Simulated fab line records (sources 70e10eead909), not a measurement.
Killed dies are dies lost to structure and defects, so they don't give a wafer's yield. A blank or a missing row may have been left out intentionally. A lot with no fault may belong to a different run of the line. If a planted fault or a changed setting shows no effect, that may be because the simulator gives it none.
Tool commonality check | flow nandHarc | 36 wafers sampled across 12 lots

== THE REASON FOR OPENING IT ==
At NHARC_P_CONTACT_CD_MEAS_12 the reading cdNm is flagged on 1 of 12 lots. No-fault wafers: 90.1 nm, standard deviation 0.53.
Rule: a lot is flagged in two cases, either no wafer of it has a number, or all its wafers with numbers fall more than 4 standard deviations from that mean. The other lots count as sound.

lot  | measured     | on       | cdNm (nm), wafer by wafer | flag
L227 | day 5 17:28  | cdSem-01 | 90.7 90.6 90.6            | 
L230 | day 7 06:03  | cdSem-01 | 90.5 90.5 90.6            | 
L233 | day 8 07:46  | cdSem-02 | 96.8 96.8 97.1            | FLAGGED
L235 | day 9 07:25  | cdSem-02 | 90.2 90.4 90.7            | 
L242 | day 12 07:44 | cdSem-02 | 90.1 90.2 90.5            | 
L244 | day 13 03:20 | cdSem-01 | 89.3 88.7 89.8            | 
L245 | day 13 19:47 | cdSem-02 | 90.2 90.0 90.0            | 
L247 | day 14 07:06 | cdSem-01 | 90.1 90.2 90.3            | 
L248 | day 14 07:56 | cdSem-02 | 89.8 90.2 90.4            | 
L246 | day 14 13:04 | cdSem-01 | 89.7 89.6 90.3            | 
L249 | day 14 21:47 | cdSem-03 | 89.7 90.4 90.0            | 
L250 | day 15 09:46 | cdSem-01 | 89.9 90.0 89.7            | 
The mean of the flagged lots' numbers is 96.9 nm, +6.8 nm from the usual (+13 standard deviations).

== EACH LOT AND THE TOOL IT RAN ON ==
Before the reading, the record contains 2 process steps out of a 1302-step route. Cell contents, in order: the tool; ch with the chambers the sampled wafers went through; the start.
lot  | flag    | NHARC_P_CONTACT_CMP_01        | NHARC_P_CONTACT_EXPOSE_09
L227 |         | cmp-02 ch 0,1, day 5 16:39    | arfiScanner-03 ch 0, day 5 17:20
L230 |         | cmp-04 ch 1,2,3, day 7 05:23  | arfiScanner-02 ch 0, day 7 05:55
L233 | FLAGGED | cmp-01 ch 1,2,3, day 8 07:04  | arfiScanner-01 ch 0, day 8 07:37
L235 |         | cmp-02 ch 0,1,3, day 9 06:43  | arfiScanner-02 ch 0, day 9 07:17
L242 |         | cmp-04 ch 0,1,3, day 12 06:54 | arfiScanner-03 ch 0, day 12 07:35
L244 |         | cmp-04 ch 1,2,3, day 13 02:32 | arfiScanner-01 ch 0, day 13 03:11
L245 |         | cmp-01 ch 0,1, day 13 18:58   | arfiScanner-01 ch 0, day 13 19:39
L247 |         | cmp-02 ch 1,2, day 14 06:25   | arfiScanner-01 ch 0, day 14 06:58
L248 |         | cmp-04 ch 0,3, day 14 07:06   | arfiScanner-03 ch 0, day 14 07:47
L246 |         | cmp-02 ch 0,1, day 14 12:22   | arfiScanner-03 ch 0, day 14 12:56
L249 |         | cmp-04 ch 2,3, day 14 20:59   | arfiScanner-01 ch 0, day 14 21:39
L250 |         | cmp-02 ch 0,2,3, day 15 08:59 | arfiScanner-02 ch 0, day 15 09:37
What is done by these steps:
- NHARC_P_CONTACT_CMP_01: polishes SiO2, target thk 200 nm.
- NHARC_P_CONTACT_EXPOSE_09: exposes mask P CA, target cd 90 nm.
- NHARC_P_CONTACT_CD_MEAS_12: target cd 90 nm.

== FLAGGED OVER TOTAL, TOOL BY TOOL (the gauges that took the reading come last) ==
step                       | tool           | lots run | flagged | share of the flagged lots | sound lots run after its first flagged lot
NHARC_P_CONTACT_CMP_01     | cmp-01         | 2        | 1       | all                       | 1 (L245)
NHARC_P_CONTACT_CMP_01     | cmp-02         | 5        | 0       | none                      | -
NHARC_P_CONTACT_CMP_01     | cmp-04         | 5        | 0       | none                      | -
NHARC_P_CONTACT_EXPOSE_09  | arfiScanner-01 | 5        | 1       | all                       | 4 (L244,L245,L247,L249)
NHARC_P_CONTACT_EXPOSE_09  | arfiScanner-02 | 3        | 0       | none                      | -
NHARC_P_CONTACT_EXPOSE_09  | arfiScanner-03 | 4        | 0       | none                      | -
NHARC_P_CONTACT_CD_MEAS_12 | cdSem-01       | 6        | 0       | none                      | -
NHARC_P_CONTACT_CD_MEAS_12 | cdSem-02       | 5        | 1       | all                       | 4 (L235,L242,L245,L248)
NHARC_P_CONTACT_CD_MEAS_12 | cdSem-03       | 1        | 0       | none                      | -

== WHAT THE TABLE PERMITS ==
cmp-01 at NHARC_P_CONTACT_CMP_01, arfiScanner-01 at NHARC_P_CONTACT_EXPOSE_09 and cdSem-02 at NHARC_P_CONTACT_CD_MEAS_12: these 3 rows of the table ran every flagged lot.
- cmp-01 at NHARC_P_CONTACT_CMP_01: 1 of its 2 lots flagged. Lots that were sound ran on it after the first flagged one (L245); a persistent fault on the entire tool would not allow that.
- arfiScanner-01 at NHARC_P_CONTACT_EXPOSE_09: 1 of its 5 lots flagged. Lots that were sound ran on it after the first flagged one (L244, L245, L247, L249); a persistent fault on the entire tool would not allow that.
- cdSem-02 at NHARC_P_CONTACT_CD_MEAS_12: 1 of its 5 lots flagged. Lots that were sound ran on it after the first flagged one (L235, L242, L245, L248); a persistent fault on the entire tool would not allow that.
There is no row in the table that ran each flagged lot and no sound lot after the first.

== WHAT HAD BEEN PUT IN BY THE SIMULATOR ==
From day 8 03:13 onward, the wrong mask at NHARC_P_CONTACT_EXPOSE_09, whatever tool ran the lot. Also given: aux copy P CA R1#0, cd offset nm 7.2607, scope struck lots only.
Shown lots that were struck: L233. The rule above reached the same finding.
